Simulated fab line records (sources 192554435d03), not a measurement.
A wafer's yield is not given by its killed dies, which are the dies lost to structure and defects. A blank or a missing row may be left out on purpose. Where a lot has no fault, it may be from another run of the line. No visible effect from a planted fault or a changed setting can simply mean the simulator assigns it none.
Which tool is to blame? | flow n5Finfet | Sampling: 12 lots, 35 wafers, 5 of 1938 route steps

== WHAT EACH GAUGE READ, for each wafer ==
N5_WELL_APT_CD_MEAS_25: target cd 200 nm. Usual: 200.0 nm for cdNm, sd 2.
lot  | measured    | on       | cdNm (nm)         | flag
L961 | day 1 20:51 | cdSem-02 | 200.5 197.3 200.1 | 
L962 | day 2 03:22 | cdSem-01 | 198.3 200.2 197.4 | 
L964 | day 2 15:01 | cdSem-03 | 201.4 200.4 204.6 | 
L967 | day 3 09:02 | cdSem-02 | 198.3 196.0 199.1 | 
L973 | day 4 21:17 | cdSem-01 | 201.8 201.0 198.4 | 
L975 | day 5 08:52 | cdSem-03 | 199.2 199.3 199.6 | 
L976 | day 5 14:48 | cdSem-02 | 202.1 202.9 201.8 | 
L977 | day 5 21:06 | cdSem-03 | 201.7 200.3       | 
L980 | day 6 15:35 | cdSem-02 | 203.6 203.0 203.7 | 
L981 | day 7 01:03 | cdSem-01 | 198.5 197.3 200.9 | 
L982 | day 7 02:43 | cdSem-01 | 197.5 197.9 200.7 | 
L983 | day 7 10:10 | cdSem-01 | 199.5 199.5 201.3 | 

N5_PMOS_HMC_CHANNEL_EPI_OVL_MEAS_10. Usual: PMOS_HMC_BLK_OVL 0.3 nm, standard deviation 0.94.
lot  | measured    | on         | PMOS_HMC_BLK_OVL (nm) | flag
L961 | day 1 23:10 | overlay-01 | -0.6 0.1 -0.3         | 
L962 | day 2 05:35 | overlay-02 | 0.1 -0.1 0.6          | 
L964 | day 2 17:33 | overlay-01 | 1.4 1.2 1.7           | 
L967 | day 3 11:29 | overlay-02 | 0.5 0.4 -0.1          | 
L973 | day 4 23:40 | overlay-01 | 0.2 1.3 0.9           | 
L975 | day 5 11:19 | overlay-01 | 2.3 1.8 0.4           | 
L976 | day 5 17:17 | overlay-01 | 0.7 -0.2 -0.8         | 
L977 | day 5 23:17 | overlay-02 | 0.7 0.4               | 
L980 | day 6 17:56 | overlay-02 | 0.2 0.9 1.0           | 
L981 | day 7 03:47 | overlay-01 | 1.5 1.2 0.2           | 
L982 | day 7 05:16 | overlay-02 | -0.5 -0.4 -1.9        | 
L983 | day 7 13:59 | overlay-02 | -0.2 -1.7 0.7         | 

N5_PMOS_HMC_CHANNEL_EPI_THK_MEAS_22. Usual: HMC_CMP_THK 54.0 nm, standard deviation 0.97.
lot  | measured    | on           | HMC_CMP_THK (nm) | flag
L961 | day 2 01:52 | filmMetro-02 | 53.6 53.1 53.1   | 
L962 | day 2 07:54 | filmMetro-02 | 54.3 54.0 54.1   | 
L964 | day 2 19:52 | filmMetro-01 | 53.7 54.9 54.0   | 
L967 | day 3 13:49 | filmMetro-01 | 53.9 53.6 43.2   | OFF
L973 | day 5 02:10 | filmMetro-02 | 54.4 55.0 55.3   | 
L975 | day 5 13:38 | filmMetro-01 | 53.4 54.9 52.6   | 
L976 | day 5 19:37 | filmMetro-02 | 55.1 54.5 54.4   | 
L977 | day 6 01:36 | filmMetro-01 | 52.9 55.3        | 
L980 | day 6 20:35 | filmMetro-02 | 55.8 52.9 53.6   | 
L981 | day 7 06:32 | filmMetro-02 | 53.0 55.2 53.0   | 
L982 | day 7 07:47 | filmMetro-02 | 55.6 53.4 53.0   | 
L983 | day 7 16:19 | filmMetro-02 | 54.6 52.9 53.6   | 

N5_PMOS_HMC_CHANNEL_EPI_INSPECT_30: inspects for defects (darkfield). Usual: 18 for rawDefectCount, sd 7.2.
lot  | measured    | on               | rawDefectCount | flag
L961 | day 2 02:21 | defectInspect-02 | 17 14 20       | 
L962 | day 2 08:23 | defectInspect-02 | 27 16 18       | 
L964 | day 2 20:21 | defectInspect-01 | 10 13 15       | 
L967 | day 3 14:18 | defectInspect-01 | 21 30 31       | 
L973 | day 5 02:39 | defectInspect-01 | 21 19 15       | 
L975 | day 5 14:07 | defectInspect-02 | 14 13 16       | 
L976 | day 5 20:05 | defectInspect-01 | 18 13 4        | 
L977 | day 6 02:05 | defectInspect-02 | 16 22          | 
L980 | day 6 21:10 | defectInspect-01 | 15 19 12       | 
L981 | day 7 07:01 | defectInspect-01 | 19 16 21       | 
L982 | day 7 08:22 | defectInspect-02 | 22 18 25       | 
L983 | day 7 16:53 | defectInspect-01 | 9 19 12        | 

== EACH LOT AND THE TOOL THAT RAN IT (in order: tool; ch and the chambers of the sampled wafers; start) ==
lot  | N5_PMOS_HMC_CHANNEL_EPI_FIN_RECESS_16
L961 | rieSi-04 ch 0,1, day 1 23:40
L962 | rieSi-04 ch 0,1,3, day 2 06:06
L964 | rieSi-04 ch 1,2,3, day 2 18:04
L967 | rieSi-04 ch 0,1, day 3 12:00
L973 | rieSi-03 ch 0,2,3, day 5 00:22
L975 | rieSi-03 ch 0,1,2, day 5 11:50
L976 | rieSi-02 ch 0,3, day 5 17:48
L977 | rieSi-02 ch 1,3, day 5 23:48
L980 | rieSi-02 ch 0,2,3, day 6 18:47
L981 | rieSi-04 ch 0,2, day 7 04:19
L982 | rieSi-04 ch 0,2,3, day 7 05:59
L983 | rieSi-03 ch 0,1,2, day 7 14:30
- N5_PMOS_HMC_CHANNEL_EPI_FIN_RECESS_16: chemistry HBr/Cl2, target Si, target depth 54 nm, time 18 s.

== WHAT THE TOOLS THEMSELVES READ (means of the sampled wafers that have a number; where no wafer has one, the mark that the record gives instead) ==
N5_PMOS_HMC_CHANNEL_EPI_FIN_RECESS_16. Usual: drypumpMotorCurrentA 5.7 A, standard deviation 0.47; oesProductAu 0.998 a.u., standard deviation 0.015; rfFwdPowerW 794.9 W, standard deviation 2.5; throttleValvePct 35.42 %, standard deviation 0.23.
lot  | tool     | drypumpMotorCurrentA (A) | oesProductAu (a.u.) | rfFwdPowerW (W) | throttleValvePct (%) | flag
L961 | rieSi-04 | 5.7                      | 0.987               | 795.3           | 35.44                | 
L962 | rieSi-04 | 5.6                      | 0.991               | 798.1           | 35.43                | 
L964 | rieSi-04 | 5.8                      | 0.988               | 794.4           | 35.32                | 
L967 | rieSi-04 | 5.5                      | 0.962               | 797.0           | 35.53                | 
L973 | rieSi-03 | 5.5                      | 1.006               | 793.4           | 35.35                | 
L975 | rieSi-03 | 5.6                      | 0.994               | 793.4           | 35.52                | 
L976 | rieSi-02 | 6.0                      | 1.003               | 794.9           | 35.18                | 
L977 | rieSi-02 | 5.7                      | 1.009               | 793.6           | 35.61                | 
L980 | rieSi-02 | 5.7                      | 1.006               | 796.9           | 35.42                | 
L981 | rieSi-04 | 5.5                      | 0.993               | 794.0           | 35.40                | 
L982 | rieSi-04 | 5.6                      | 0.987               | 795.2           | 35.38                | 
L983 | rieSi-03 | 5.6                      | 0.993               | 793.3           | 35.52                | 

== THE ANSWER, worked out from the rows above alone ==
Rule: a lot is off if the mean of its wafers that have a number lies more than 3 standard deviations from the usual mean. A lot without any number at a reading at which 4 lots or more have one is off too. The other lots that the step has rows for count as sound. First the gauges in route order, then the tools' own readings, where a lot's mean is used as printed above. At the first step where some lot is off, the reading lying furthest off is the one used; lots without a number count as furthest.
Off: L967, at N5_PMOS_HMC_CHANNEL_EPI_THK_MEAS_22 (HMC_CMP_THK).
If a tool, at a process step before that reading, ran all the lots that are off and no sound lot after the first of them, it fits. Those tools and the gauges at N5_PMOS_HMC_CHANNEL_EPI_THK_MEAS_22 are tried in the same way. No candidate that was tried fits.

== WHAT HAD BEEN PUT IN BY THE SIMULATOR ==
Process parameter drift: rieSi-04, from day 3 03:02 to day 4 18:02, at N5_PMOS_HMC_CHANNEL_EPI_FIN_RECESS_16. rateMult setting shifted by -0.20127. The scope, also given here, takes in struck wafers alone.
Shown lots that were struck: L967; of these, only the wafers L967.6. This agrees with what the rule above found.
